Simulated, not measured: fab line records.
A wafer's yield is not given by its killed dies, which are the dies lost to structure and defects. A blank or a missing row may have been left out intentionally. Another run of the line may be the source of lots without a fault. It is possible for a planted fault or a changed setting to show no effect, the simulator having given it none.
fab line records | flow nand_harc
record: lots: 24 wafers: 72 last_day: 24
route steps=1159 shown A_M0@1004 A_M1@1040 THIN_TSV@1107
lots untouched by any fault: they come from a run of this same line in which no faults occurred
start_h: the number of hours between the record's first day and the start of the first shown wafer of the lot | wait_h: hours since the lot's step before | " as in the row above | L1.1+2: several wafers, shown together as one row | - either no value or no given start | * or withheld: withheld | < > ~ a bound
route shown NAME@n: names a module that has steps shown in the file, with the first one's number in the route | usual: mean and standard deviation over wafers with no fault | same: alike in all rows | chamber/n: place in a boat | sites: readings site by site | _std_site: their standard deviation | _edge_site: mean of outer sites minus mean of inner sites | radius_mm: for every site, how far away it sits from the centre of the wafer | mask NAME#n: copy n | behind: tool/chamber where the wafer was last shaped | hold: cause of the lot's hold/its duration in hours/its outcome | device: whichever transistor did not switch (one of n, p or np) | end of line: tests of these same wafers at the route's end | where a step has no rows: the recipe by itself | killed: at the first sort, the dies lost to defects and structure; wafer yield is something else | map: shows each die of a wafer: x if killed, . if not, _ if none is there
set.NAME: the setting that was run; set.NAME@STEP: the one run at that earlier step | model.NAME: the simulator's own value behind a step, which no gauge read
steps of the route over a sample of lots; a table a step, a row a wafer
services: a tool's chamber out of use, with start hour (start_h, from the record's first day; less than 0 if before it), hours out, and reason
== steps ==
step: NHARC_A_M0_CD_MEAS_09
recipe: target_cd_nm: 80 landing_energy_ev: 500
usual: cd_nm: 80.0/1.1
same: landing_energy_ev: 500
columns lot.wafer tool chamber start_h wait_h cd_nm
L075.2 cd_sem-02 0 400.98 - 79.7
L075.3 " 0 " " 80.7
L075.4 " 0 " " 81.0
L074.1 cd_sem-01 0 402.73 - 81.5
L074.4 " 0 " " 81.3
L074.5 " 0 " " 81.5
L077.1 cd_sem-02 0 407.44 - 79.5
L077.4 " 0 " " 79.1
L077.5 " 0 " " 78.6
L076.1 cd_sem-01 0 408.32 - 78.2
L076.2 " 0 " " 80.0
L076.6 " 0 " " 79.4
L078.3 cd_sem-03 0 422.60 - 79.2
L078.5 " 0 " " 78.8
L078.6 " 0 " " 78.2
L080.2 cd_sem-01 0 434.06 - 80.0
L080.3 " 0 " " 80.5
L080.4 " 0 " " 81.5
L079.1 cd_sem-03 0 442.89 - 81.7
L079.2 " 0 " " 79.8
L079.5 " 0 " " 78.9
L082.2 cd_sem-01 0 443.47 - 79.1
L082.5 " 0 " " 79.1
L082.6 " 0 " " 80.4
L081.2 cd_sem-01 0 443.62 - 80.9
L081.4 " 0 " " 79.2
L081.5 " 0 " " 81.1
L084.1 cd_sem-03 0 451.70 - 79.4
L084.2 " 0 " " 79.2
L084.4 " 0 " " 79.0
L083.2 cd_sem-03 0 455.39 - 80.5
L083.3 " 0 " " 79.4
L083.4 " 0 " " 81.7
L085.1 cd_sem-01 0 467.65 - 80.2
L085.2 " 0 " " 81.8
L085.3 " 0 " " 80.5
L087.1 cd_sem-01 0 467.87 - 80.8
L087.4 " 0 " " 81.1
L087.6 " 0 " " 80.6
L086.1 cd_sem-03 0 470.87 - 81.7
L086.3 " 0 " " 80.2
L086.6 " 0 " " 80.0
L088.1 cd_sem-01 0 472.02 - 81.3
L088.2 " 0 " " 82.2
L088.4 " 0 " " 80.3
L090.1 cd_sem-03 0 492.48 - 79.1
L090.3 " 0 " " 78.9
L090.4 " 0 " " 79.7
L089.2 cd_sem-02 0 493.66 - 79.5
L089.3 " 0 " " 79.6
L089.5 " 0 " " 79.2
L092.3 cd_sem-01 0 497.64 - 79.5
L092.5 " 0 " " 79.0
L092.6 " 0 " " 78.9
L091.2 cd_sem-03 0 505.55 - 80.4
L091.4 " 0 " " 78.6
L091.5 " 0 " " 79.9
L093.2 cd_sem-02 0 510.03 - 79.0
L093.3 " 0 " " 78.6
L093.4 " 0 " " 78.7
L094.1 cd_sem-01 0 511.00 - 79.5
L094.3 " 0 " " 79.7
L094.5 " 0 " " 80.5
L096.3 cd_sem-01 0 516.00 - 79.3
L096.4 " 0 " " 78.9
L096.6 " 0 " " 80.4
L097.2 cd_sem-01 0 517.39 - 82.2
L097.4 " 0 " " 82.0
L097.5 " 0 " " 82.6
L095.2 cd_sem-01 0 520.40 - 78.9
L095.3 " 0 " " 81.2
L095.5 " 0 " " 79.8
step: NHARC_A_M1_ETCH_35
recipe: target_depth_a: 400 overetch_a: 120 time_s: 43.94 ion_energy_ev: 200 n2_flow_sccm: 150 h2_flow_sccm: 150 ar_flow_sccm: 0 rf_w: 400 bias_w: 150 chemistry: N2/H2
usual: drypump_motor_current_A: 5.7/0.42 oes_product_au: 0.991/0.011 rf_vpp_V: 431.9/2 showerhead_plenum_p_Torr: 2.09/0.069 throttle_valve_pct: 14.171/0.0089
columns lot.wafer tool chamber start_h wait_h drypump_motor_current_A oes_product_au rf_hours_counter_h rf_vpp_V showerhead_plenum_p_Torr throttle_valve_pct
L075.2 rie_diel-05 0 405.32 0.1 5.6 0.998 4 435.1 2.20 14.182
L075.3 " 1 " " 5.3 1.027 5 430.4 2.03 14.166
L075.4 " 3 " " 6.2 1.004 4 431.8 2.16 14.185
L074.4 rie_diel-02 1 407.10 0.1 5.6 0.988 2 432.2 2.07 14.172
L074.1 " 2 " " 6.4 0.977 2 431.0 2.07 14.156
L074.5 " 2 " " 6.4 0.974 - 431.5 2.07 14.178
L077.1 rie_diel-09 3 412.23 0.1 5.5 1.011 9 434.3 2.16 14.168
L077.4 " 0 " " 5.6 1.014 8 432.4 2.13 14.179
L077.5 " 3 " " 5.5 0.993 - 434.2 2.16 14.173
L076.2 rie_diel-02 3 412.67 0.1 6.3 0.996 1 433.4 2.15 14.156
L076.1 " 1 " " 5.6 0.995 2 432.6 2.07 14.160
L076.6 " 0 " " 4.8 0.980 - 426.0 1.92 14.170
L078.3 rie_diel-05 2 427.29 0.1 5.5 0.990 5 432.2 2.12 14.161
L078.5 " 1 " " 5.3 1.011 - 429.6 2.03 14.167
L078.6 " 2 " " 5.5 0.998 - 432.9 2.12 14.171
L080.2 rie_diel-02 3 438.43 0.1 6.3 0.984 1 432.9 2.15 14.169
L080.4 " 0 " " 4.8 0.981 3 427.8 1.92 14.169
L080.3 " 1 " " 5.6 0.990 3 430.3 2.07 14.177
L079.2 rie_diel-05 1 447.62 0.5 5.3 1.006 8 429.8 2.03 14.185
L079.1 " 3 " " 6.2 1.005 7 432.7 2.16 14.166
L079.5 " 1 " " 5.3 1.008 - 429.3 2.03 14.182
L082.2 rie_diel-09 3 447.70 0.1 5.5 0.988 1 433.9 2.16 14.181
L082.5 " 2 " " 6.0 0.990 - 431.2 2.06 14.176
L082.6 " 3 " " 5.5 0.992 - 433.9 2.16 14.181
L081.4 rie_diel-09 2 448.18 0.1 6.1 0.998 1 431.7 2.06 14.167
L081.2 " 3 " " 5.5 0.983 1 435.3 2.16 14.172
L081.5 " 1 " " 5.6 0.988 - 431.3 2.03 14.169
L084.2 rie_diel-09 0 456.25 0.1 5.5 0.991 2 432.2 2.13 14.171
L084.1 " 2 " " 6.1 0.999 1 431.3 2.06 14.159
L084.4 " 3 " " 5.5 0.978 1 434.5 2.16 14.156
L083.3 rie_diel-09 1 460.34 0.1 5.6 0.989 2 431.3 2.03 14.163
L083.4 " 2 " " 6.0 0.998 2 432.0 2.06 14.178
L083.2 " 3 " " 5.5 0.986 1 433.4 2.16 14.186
L085.1 rie_diel-02 1 472.19 0.1 5.6 0.992 3 431.2 2.07 14.192
L085.3 " 2 " " 6.4 0.987 3 434.0 2.07 14.176
L085.2 " 3 " " 6.3 0.999 2 433.6 2.15 14.181
L087.4 rie_diel-02 2 472.48 0.1 6.4 0.991 3 430.9 2.07 14.176
L087.1 " 3 " " 6.4 0.997 2 433.1 2.15 14.182
L087.6 " 1 " " 5.6 1.009 - 432.7 2.07 14.168
L086.1 rie_diel-05 0 475.16 0.1 5.7 1.000 9 434.7 2.20 14.183
L086.3 " 1 " " 5.4 1.012 9 430.4 2.03 14.173
L086.6 " 2 " " 5.5 0.999 - 431.5 2.12 14.163
L088.2 rie_diel-02 2 476.90 0.1 6.4 0.992 4 431.5 2.07 14.166
L088.4 " 3 " " 6.3 1.008 3 433.7 2.15 14.179
L088.1 " 1 " " 5.6 1.003 4 431.5 2.07 14.164
L090.1 rie_diel-09 1 496.77 0.1 5.5 0.968 3 429.4 2.03 14.174
L090.4 " 2 " " 6.1 0.994 4 431.1 2.06 14.172
L090.3 " 0 " " 5.6 0.974 3 433.2 2.12 14.186
L089.2 rie_diel-05 2 497.92 0.1 5.5 0.987 10 433.8 2.12 14.172
L089.3 " 0 " " 5.7 1.012 12 435.1 2.20 14.171
L089.5 " 2 " " 5.5 0.991 - 431.9 2.12 14.180
L092.3 rie_diel-09 0 502.13 0.1 5.6 0.985 4 431.4 2.12 14.172
L092.6 " 2 " " 6.0 0.999 - 430.0 2.06 14.159
L092.5 " 3 " " 5.5 0.964 - 434.5 2.16 14.168
L091.2 rie_diel-09 2 509.78 0.1 6.1 0.971 4 431.8 2.06 14.188
L091.4 " 1 " " 5.5 0.967 4 430.2 2.03 14.176
L091.5 " 2 " " 6.1 0.983 - 431.6 2.06 14.185
L093.4 rie_diel-09 3 514.39 0.1 5.5 0.986 4 433.3 2.16 14.173
L093.2 " 1 " " 5.5 0.989 4 429.4 2.03 14.148
L093.3 " 2 " " 6.1 1.001 5 430.4 2.06 14.168
L094.1 rie_diel-05 0 515.36 0.1 5.6 1.002 13 436.2 2.20 14.179
L094.3 " 1 " " 5.3 1.003 13 431.8 2.03 14.183
L094.5 " 3 " " 6.2 0.996 - 432.2 2.16 14.169
L096.4 rie_diel-02 1 520.33 0.1 5.6 0.975 0 431.7 2.07 14.161
L096.3 " 3 " " 6.3 0.999 0 433.8 2.15 14.183
L096.6 " 1 " " 5.6 0.975 - 432.0 2.07 14.165
L097.4 rie_diel-09 3 522.36 0.1 5.5 0.984 4 433.9 2.15 14.174
L097.2 " 0 " " 5.5 0.982 5 433.5 2.12 14.162
L097.5 " 2 " " 6.1 0.984 - 431.3 2.06 14.160
L095.2 rie_diel-09 1 525.11 0.1 5.6 0.989 5 429.1 2.03 14.165
L095.3 " 3 " " 5.5 0.996 4 433.9 2.15 14.169
L095.5 " 1 " " 5.6 0.984 - 429.6 2.03 14.160
step: NHARC_A_M1_ETCH_28
recipe: target_depth_a: 300 over_etch_frac: 0.3 time_s: 72.99 ion_energy_ev: 150 cf4_flow_sccm: 50 n2_flow_sccm: 100 ar_flow_sccm: 150 rf_w: 300 bias_w: 100 chemistry: CF4/N2
usual: drypump_motor_current_A: 5.7/0.49 oes_product_au: 0.992/0.011 rf_vpp_V: 315.1/1.6 showerhead_plenum_p_Torr: 2.68/0.088 throttle_valve_pct: 19.794/0.0085
same: over_etch_frac: 0.3
columns lot.wafer tool chamber start_h wait_h drypump_motor_current_A oes_product_au rf_hours_counter_h rf_vpp_V showerhead_plenum_p_Torr throttle_valve_pct
L075.2 rie_diel-05 2 - - 5.5 0.990 4.3 316.5 2.72 19.774
L075.4 " 3 " " 6.2 0.984 3.9 317.2 2.77 19.789
L075.3 " 0 " " 5.7 0.995 4.4 318.6 2.82 19.802
L074.1 rie_diel-09 2 - - 6.0 0.998 8.2 315.6 2.65 19.792
L074.4 " 2 " " 6.1 1.002 - 314.4 2.65 19.790
L074.5 " 3 " " 5.5 1.004 - 315.4 2.76 19.797
L077.1 rie_diel-09 0 - - 5.6 1.012 8.6 316.1 2.73 19.794
L077.4 " 1 " " 5.6 0.978 7.7 314.6 2.62 19.798
L077.5 " 1 " " 5.6 0.983 - 314.0 2.62 19.806
L076.1 rie_diel-02 2 - - 6.4 0.981 1.9 313.7 2.66 19.805
L076.2 " 0 " " 4.8 0.992 2.0 313.3 2.48 19.801
L076.6 " 2 " " 6.4 0.982 - 315.2 2.66 19.777
L078.3 rie_diel-02 3 - - 6.4 0.998 1.3 317.3 2.76 19.787
L078.6 " 2 " " 6.4 0.995 - 315.7 2.66 19.793
L078.5 " 3 " " 6.4 0.999 - 314.1 2.76 19.801
L080.4 rie_diel-05 1 - - 5.3 0.995 7.4 314.9 2.62 19.798
L080.2 " 2 " " 5.4 0.983 5.8 315.9 2.72 19.804
L080.3 " 3 " " 6.2 0.997 6.5 316.6 2.77 19.791
L079.2 rie_diel-02 1 - - 5.6 1.000 2.9 313.7 2.67 19.806
L079.1 " 3 " " 6.3 0.990 1.8 316.8 2.76 19.810
L079.5 " 1 " " 5.6 0.998 - 313.8 2.67 19.793
L082.2 rie_diel-05 1 - - 5.3 1.006 7.7 313.7 2.62 19.805
L082.5 " 2 " " 5.5 0.995 - 315.3 2.72 19.789
L082.6 " 3 " " 6.2 1.001 - 317.6 2.77 19.800
L081.2 rie_diel-02 3 - - 6.3 0.983 1.9 315.8 2.76 19.802
L081.4 " 1 " " 5.6 0.989 2.9 314.7 2.67 19.807
L081.5 " 3 " " 6.3 0.983 - 316.4 2.76 19.791
L084.1 rie_diel-05 1 - - 5.3 1.004 8.2 314.0 2.62 19.790
L084.4 " 2 " " 5.5 0.984 7.0 315.6 2.72 19.789
L084.2 " 0 " " 5.7 0.971 7.8 317.4 2.82 19.796
L083.4 rie_diel-05 3 - - 6.2 1.001 7.9 317.2 2.77 19.803
L083.3 " 0 " " 5.6 0.995 8.0 317.3 2.82 19.797
L083.2 " 1 " " 5.3 1.005 8.5 314.6 2.62 19.779
L085.1 rie_diel-02 1 - - 5.6 0.999 3.5 314.3 2.67 19.798
L085.2 " 2 " " 6.4 0.987 3.4 315.3 2.66 19.791
L085.3 " 3 " " 6.3 1.007 2.6 314.2 2.76 19.802
L087.4 rie_diel-02 3 - - 6.3 1.004 2.6 317.9 2.76 19.802
L087.1 " 0 " " 4.8 0.969 3.7 312.4 2.48 19.807
L087.6 " 3 " " 6.3 1.005 - 315.4 2.76 19.794
L086.1 rie_diel-02 2 - - 6.4 0.989 3.6 314.8 2.66 19.793
L086.3 " 3 " " 6.3 1.011 2.7 314.8 2.76 19.812
L086.6 " 1 " " 5.6 0.999 - 314.3 2.67 19.779
L088.2 rie_diel-05 1 - - 5.3 1.000 9.8 313.1 2.62 19.789
L088.1 " 2 " " 5.5 0.992 9.0 315.1 2.72 19.790
L088.4 " 3 " " 6.2 1.005 9.5 316.4 2.76 19.789
L090.1 rie_diel-02 2 - - 6.4 0.983 4.2 313.9 2.66 19.790
L090.3 " 0 " " 4.8 0.977 4.3 311.8 2.48 19.793
L090.4 " 1 " " 5.6 0.992 4.2 314.7 2.67 19.798
L089.2 rie_diel-09 1 - - 5.6 0.975 3.4 313.2 2.62 19.782
L089.3 " 2 " " 6.1 0.981 3.7 314.4 2.65 19.787
L089.5 " 3 " " 5.5 0.987 - 316.7 2.76 19.804
L092.3 rie_diel-09 1 - - 5.6 0.970 3.5 315.2 2.62 19.783
L092.6 " 1 " " 5.6 0.976 - 314.1 2.62 19.786
L092.5 " 2 " " 6.1 0.987 - 313.5 2.65 19.802
L091.4 rie_diel-09 2 - - 6.1 0.993 4.6 314.6 2.65 19.795
L091.2 " 3 " " 5.5 0.985 3.9 318.0 2.76 19.791
L091.5 " 1 " " 5.6 0.986 - 313.8 2.62 19.799
L093.4 rie_diel-09 1 - - 5.6 0.974 4.6 314.8 2.62 19.792
L093.2 " 2 " " 6.1 0.996 4.7 315.2 2.65 19.802
L093.3 " 0 " " 5.5 0.998 4.8 314.5 2.73 19.795
L094.3 rie_diel-02 3 - - 6.3 1.005 0.1 316.4 2.76 19.800
L094.1 " 1 " " 5.6 0.984 0.0 315.2 2.67 19.807
L094.5 " 3 " " 6.3 1.019 - 316.7 2.76 19.795
L096.3 rie_diel-02 3 - - 6.4 1.012 0.3 316.7 2.76 19.806
L096.4 " 0 " " 4.8 0.980 0.2 311.1 2.48 19.788
L096.6 " 3 " " 6.3 1.012 - 315.6 2.76 19.795
L097.2 rie_diel-02 3 - - 6.3 1.020 0.4 316.9 2.76 19.787
L097.4 " 2 " " 6.4 0.988 0.3 315.3 2.66 19.807
L097.5 " 3 " " 6.4 1.011 - 317.0 2.76 19.793
L095.3 rie_diel-09 2 - - 6.0 0.983 5.1 314.7 2.65 19.795
L095.2 " 0 " " 5.6 0.992 5.3 317.1 2.73 19.795
L095.5 " 3 " " 5.5 0.981 - 315.2 2.76 19.782
step: NHARC_A_M1_PRE_CLEAN_30
recipe: time_s: 30 temp_c: 280 gas: H2/He
usual: heater_power_w: 417/30
columns lot.wafer tool chamber start_h wait_h heater_power_w
L075.3 pvd_sputter-03 - - - 399
L075.4 " - " " 411
L075.2 " - " " 380
L074.1 pvd_sputter-01 - - - 459
L074.4 " - " " 408
L074.5 " - " " 470
L077.1 pvd_sputter-02 - - - 458
L077.4 " - " " 407
L077.5 " - " " 436
L076.1 pvd_sputter-01 - - - 407
L076.2 " - " " 443
L076.6 " - " " 398
L078.3 pvd_sputter-02 - - - 420
L078.5 " - " " 413
L078.6 " - " " 362
L080.4 pvd_sputter-03 - - - 403
L080.3 " - " " 421
L080.2 " - " " 429
L079.2 pvd_sputter-02 - - - 414
L079.1 " - " " 361
L079.5 " - " " 369
L082.2 pvd_sputter-01 - - - 461
L082.6 " - " " 417
L082.5 " - " " 454
L081.4 pvd_sputter-03 - - - 405
L081.2 " - " " 418
L081.5 " - " " 395
L084.2 pvd_sputter-01 - - - 417
L084.1 " - " " 398
L084.4 " - " " 459
L083.4 pvd_sputter-01 - - - 411
L083.3 " - " " 449
L083.2 " - " " 413
L085.1 pvd_sputter-01 - - - 413
L085.3 " - " " 448
L085.2 " - " " 414
L087.1 pvd_sputter-03 - - - 431
L087.4 " - " " 417
L087.6 " - " " 438
L086.1 pvd_sputter-01 - - - 413
L086.3 " - " " 440
L086.6 " - " " 410
L088.1 pvd_sputter-03 - - - 439
L088.2 " - " " 363
L088.4 " - " " 421
L090.1 pvd_sputter-03 - - - 442
L090.3 " - " " 407
L090.4 " - " " 381
L089.2 pvd_sputter-01 - - - 419
L089.3 " - " " 462
L089.5 " - " " 440
L092.3 pvd_sputter-01 - - - 442
L092.6 " - " " 438
L092.5 " - " " 407
L091.2 pvd_sputter-02 - - - 452
L091.4 " - " " 417
L091.5 " - " " 457
L093.4 pvd_sputter-03 - - - 443
L093.2 " - " " 373
L093.3 " - " " 377
L094.1 pvd_sputter-03 - - - 437
L094.3 " - " " 377
L094.5 " - " " 442
L096.3 pvd_sputter-02 - - - 413
L096.4 " - " " 367
L096.6 " - " " 428
L097.2 pvd_sputter-03 - - - 376
L097.4 " - " " 442
L097.5 " - " " 378
L095.3 pvd_sputter-03 - - - 387
L095.2 " - " " 435
L095.5 " - " " 374
step: NHARC_A_M1_PVD_21
recipe: target_thk_a: 300 chamber_pressure_pa: 5 power_w: 5000 substrate_temp_c: 30 time_s: 20.49 material: Cu
usual: throttle_valve_pct: 29.6/0.8
columns lot.wafer tool chamber start_h wait_h throttle_valve_pct
L075.4 pvd_sputter-03 - - - 28.9
L075.3 " - " " 31.0
L075.2 " - " " 29.8
L074.4 pvd_sputter-01 - - - 29.0
L074.1 " - " " 30.2
L074.5 " - " " 29.2
L077.4 pvd_sputter-02 - - - 28.4
L077.1 " - " " 27.9
L077.5 " - " " 28.5
L076.1 pvd_sputter-01 - - - 29.5
L076.2 " - " " 29.0
L076.6 " - " " 29.8
L078.3 pvd_sputter-02 - - - 27.4
L078.5 " - " " 30.6
L078.6 " - " " 27.9
L080.2 pvd_sputter-03 - - - 29.9
L080.3 " - " " 29.0
L080.4 " - " " 31.0
L079.2 pvd_sputter-02 - - - 28.8
L079.1 " - " " 30.5
L079.5 " - " " 28.3
L082.2 pvd_sputter-01 - - - 30.0
L082.5 " - " " 29.8
L082.6 " - " " 29.3
L081.4 pvd_sputter-03 - - - 28.7
L081.2 " - " " 29.6
L081.5 " - " " 29.4
L084.4 pvd_sputter-01 - - - 30.1
L084.1 " - " " 29.4
L084.2 " - " " 29.6
L083.4 pvd_sputter-01 - - - 29.3
L083.3 " - " " 30.0
L083.2 " - " " 29.6
L085.2 pvd_sputter-01 - - - 29.8
L085.3 " - " " 29.1
L085.1 " - " " 30.1
L087.1 pvd_sputter-03 - - - 29.3
L087.4 " - " " 29.4
L087.6 " - " " 30.4
L086.3 pvd_sputter-01 - - - 29.3
L086.1 " - " " 28.9
L086.6 " - " " 29.2
L088.2 pvd_sputter-03 - - - 30.5
L088.4 " - " " 30.8
L088.1 " - " " 29.3
L090.3 pvd_sputter-03 - - - 29.1
L090.1 " - " " 30.8
L090.4 " - " " 29.3
L089.2 pvd_sputter-01 - - - 29.9
L089.3 " - " " 29.1
L089.5 " - " " 29.2
L092.3 pvd_sputter-01 - - - 29.6
L092.6 " - " " 28.9
L092.5 " - " " 30.1
L091.4 pvd_sputter-02 - - - 28.1
L091.2 " - " " 30.7
L091.5 " - " " 28.3
L093.2 pvd_sputter-03 - - - 29.4
L093.4 " - " " 30.4
L093.3 " - " " 30.8
L094.3 pvd_sputter-03 - - - 30.3
L094.1 " - " " 29.6
L094.5 " - " " 30.6
L096.4 pvd_sputter-02 - - - 30.8
L096.3 " - " " 28.2
L096.6 " - " " 29.1
L097.4 pvd_sputter-03 - - - 30.7
L097.2 " - " " 29.5
L097.5 " - " " 30.8
L095.3 pvd_sputter-03 - - - 29.6
L095.2 " - " " 29.4
L095.5 " - " " 30.6
step: NHARC_THIN_TSV_DEP_43
recipe: target_thk_a: 13285 temp_c: withheld pressure_torr: 6.5 rf_w: 900 teos_flow_sccm: 161.4 flow_sccm: 2650 target_thk_nm: 1328.5 gas: O2 material: SiO2
usual: throttle_valve_pct: 15.7/0.44
columns lot.wafer tool chamber start_h wait_h throttle_valve_pct
L075.3 pecvd-01 0 431.74 - 16.2
L075.2 " 1 " " 15.5
L075.4 " 1 " " 15.7
L076.1 pecvd-02 0 432.89 - 15.9
L076.2 " 2 " " 15.0
L076.6 " 2 " " 15.0
L074.1 pecvd-01 2 434.13 - 15.5
L074.5 " 1 " " 15.7
L074.4 " 0 " " 16.2
L077.1 pecvd-01 0 435.39 - 16.1
L077.4 " 1 " " 15.8
L077.5 " 0 " " 16.1
L078.3 pecvd-03 2 446.93 - 15.8
L078.6 " 2 " " 15.8
L078.5 " 0 " " 15.9
L080.3 pecvd-01 1 459.35 - 15.9
L080.2 " 2 " " 15.7
L080.4 " 2 " " 15.7
L082.2 pecvd-02 0 468.02 - 16.1
L082.6 " 0 " " 16.4
L082.5 " 1 " " 14.7
L079.1 pecvd-01 0 469.17 - 16.0
L079.2 " 2 " " 16.0
L079.5 " 0 " " 16.0
L081.2 pecvd-01 1 470.41 - 15.7
L081.4 " 1 " " 15.7
L081.5 " 2 " " 15.8
L084.1 pecvd-01 2 475.82 - 15.5
L084.2 " 1 " " 15.5
L084.4 " 1 " " 15.8
L083.2 pecvd-02 1 477.08 - 15.3
L083.3 " 2 " " 15.1
L083.4 " 1 " " 15.0
L087.1 pecvd-02 2 492.20 - 15.1
L087.6 " 1 " " 15.1
L087.4 " 2 " " 15.2
L085.3 pecvd-03 1 493.32 - 16.0
L085.2 " 2 " " 15.8
L085.1 " 0 " " 15.5
L086.3 pecvd-01 0 494.52 - 16.2
L086.1 " 2 " " 15.9
L086.6 " 1 " " 16.0
L088.2 pecvd-01 0 497.11 - 16.0
L088.1 " 1 " " 16.0
L088.4 " 2 " " 15.8
L090.3 pecvd-01 2 515.68 - 15.9
L090.1 " 0 " " 16.3
L090.4 " 1 " " 15.5
L089.3 pecvd-01 2 516.95 - 15.9
L089.2 " 1 " " 15.6
L089.5 " 0 " " 16.5
L092.3 pecvd-01 1 525.53 - 15.8
L092.5 " 2 " " 15.9
L092.6 " 0 " " 16.3
L091.2 pecvd-03 0 526.82 - 15.5
L091.5 " 1 " " 16.1
L091.4 " 2 " " 15.6
L093.2 pecvd-02 2 534.13 - 14.3
L093.3 " 1 " " 14.9
L093.4 " 0 " " 15.8
L094.3 pecvd-03 2 535.36 - 15.7
L094.1 " 0 " " 15.5
L094.5 " 0 " " 15.4
L096.3 pecvd-02 2 539.50 - 14.6
L096.4 " 0 " " 15.9
L096.6 " 1 " " 15.1
L097.2 pecvd-01 0 540.61 - 16.0
L097.4 " 0 " " 16.2
L097.5 " 2 " " 16.0
L095.3 pecvd-01 2 544.81 - 16.0
L095.2 " 0 " " 16.0
L095.5 " 2 " " 16.1
== services ==
columns tool chamber start_h hours kind
rie_diel-02 0 385.70 - clean
rie_diel-02 1 385.70 - clean
rie_diel-02 2 385.70 - clean
rie_diel-02 3 385.70 - clean
rie_diel-09 0 385.80 - clean
rie_diel-09 1 385.80 - clean
pvd_sputter-03 - 390.14 4.9 repair
rie_diel-09 1 390.44 19.3 repair
pvd_sputter-02 - 392.07 10.0 pm
pecvd-03 - 394.27 2.7 repair
pvd_sputter-01 - 401.66 1.2 repair
rie_diel-05 2 408.44 7.4 repair
pecvd-01 - 418.07 13.0 pm
rie_diel-09 - 431.17 9.0 pm
pecvd-03 2 431.30 3.2 repair
rie_diel-09 3 449.04 6.7 repair
pvd_sputter-03 - 458.00 10.0 pm
pecvd-03 - 473.54 13.0 pm
rie_diel-02 - 504.70 9.0 pm
pvd_sputter-01 - 514.20 10.0 pm
pecvd-02 - 515.34 13.0 pm
rie_diel-05 - 517.62 9.0 pm
pecvd-03 - 533.80 1.2 repair
rie_diel-05 0 541.27 9.8 repair
== key ==
fault none
